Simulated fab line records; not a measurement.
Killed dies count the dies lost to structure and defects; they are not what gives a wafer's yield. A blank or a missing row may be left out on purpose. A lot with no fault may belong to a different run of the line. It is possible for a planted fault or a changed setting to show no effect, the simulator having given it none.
Chamber matching + flow nandHarc + rieDiel-01 running NHARC_P_CONTACT_STRIP_28: 4 sister chambers
The step strips in O2. 22 wafers are shown with their chamber, then 11 later ones without.

WAFERS WITH THEIR CHAMBER
| wafer  | chamber | drypumpMotorCurrentA (A) | o2FlowSccm (sccm) | throttleValvePct (%) |
|--------|---------|--------------------------|-------------------|----------------------|
| L074.4 | 1       | 6.2                      | 500.7             | 17.027               |
| L074.5 | 1       | 6.2                      | 500.1             | 17.052               |
| L074.6 | 0       | 5.4                      | 497.9             | 17.019               |
| L076.1 | 2       | 6.2                      | 497.4             | 17.038               |
| L076.2 | 1       | 6.2                      | 499.9             | 17.041               |
| L076.6 | 1       | 6.2                      | 499.6             | 17.040               |
| L078.2 | 2       | 6.1                      | 500.0             | 17.029               |
| L078.3 | 1       | 6.2                      | 499.5             | 17.032               |
| L078.4 | 0       | 5.4                      | 497.7             | 17.037               |
| L081.2 | 2       | 6.2                      | 501.9             | 17.018               |
| L081.3 | 1       | 6.2                      | 502.1             | 17.045               |
| L081.4 | 3       | 5.6                      | 497.7             | 17.037               |
| L082.1 | 2       | 6.1                      | 500.1             | 17.042               |
| L082.5 | 1       | 6.2                      | 500.1             | 17.034               |
| L082.6 | 0       | 5.4                      | 498.9             | 17.035               |
| L083.1 | 0       | 5.4                      | 500.2             | 17.045               |
| L083.2 | 3       | 5.6                      | 498.6             | 17.052               |
| L083.5 | 0       | 5.4                      | 500.1             | 17.048               |
| L085.1 | 2       | 6.2                      | 498.0             | 17.023               |
| L085.4 | 0       | 5.4                      | 498.7             | 17.040               |
| L085.6 | 3       | 5.6                      | 499.9             | 17.035               |
| L089.1 | 2       | 6.2                      | 499.0             | 17.036               |

SIGNATURES (means of the wafers above)
| reading              | chamber 0 | chamber 1 | chamber 2 | chamber 3 | scatter within a chamber |
|----------------------|-----------|-----------|-----------|-----------|--------------------------|
| drypumpMotorCurrentA | 5.400     | 6.200     | 6.167     | 5.600     | 0.0272                   |
| o2FlowSccm           | 498.917   | 500.286   | 499.400   | 498.733   | 1.2                      |
| throttleValvePct     | 17.03733  | 17.03871  | 17.03100  | 17.04133  | 0.00929                  |
Rule: a wafer's distance from a chamber is the root of the sum, over the readings, of the square of ((its reading less the chamber's mean) divided by the reading's scatter). If the next closest chamber is less than 2 further off than the closest, the wafer can't be placed; otherwise it belongs to the closest. The scatter: the root of (the sum of the squares of (reading less its chamber's mean) over the shown wafers, divided by (wafers less chambers)).

WAFERS MISSING THEIR CHAMBER
| wafer  | drypumpMotorCurrentA (A) | o2FlowSccm (sccm) | throttleValvePct (%) |
|--------|--------------------------|-------------------|----------------------|
| L089.4 | 6.2                      | 499.7             | 17.052               |
| L089.5 | 5.6                      | 498.4             | 17.045               |
| L090.1 | 6.2                      | 499.7             | 17.027               |
| L090.3 | 5.4                      | 499.0             | 17.023               |
| L090.5 | 5.6                      | 498.9             | 17.041               |
| L095.1 | 5.6                      | 498.4             | 17.039               |
| L095.2 | 5.4                      | 499.0             | 17.032               |
| L095.3 | 6.1                      | 497.2             | 17.033               |
| L097.1 | 6.2                      | 502.4             | 17.046               |
| L097.3 | 5.6                      | 500.2             | 17.043               |
| L097.5 | 6.2                      | 501.0             | 17.035               |

WHICH CHAMBER EACH WENT THROUGH
| wafer  | from the rows above     | in truth |
|--------|-------------------------|----------|
| L089.4 | can't be placed: 1 or 2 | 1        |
| L089.5 | 3                       | 3        |
| L090.1 | can't be placed: 2 or 1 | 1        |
| L090.3 | 0                       | 0        |
| L090.5 | 3                       | 3        |
| L095.1 | 3                       | 3        |
| L095.2 | 0                       | 0        |
| L095.3 | can't be placed: 2 or 1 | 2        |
| L097.1 | can't be placed: 1 or 2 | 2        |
| L097.3 | 3                       | 3        |
| L097.5 | can't be placed: 1 or 2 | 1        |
Placed correctly: 6 of 11. These rows do not allow placing 5 (true chamber among the candidates in 5). 0 placed wrongly.
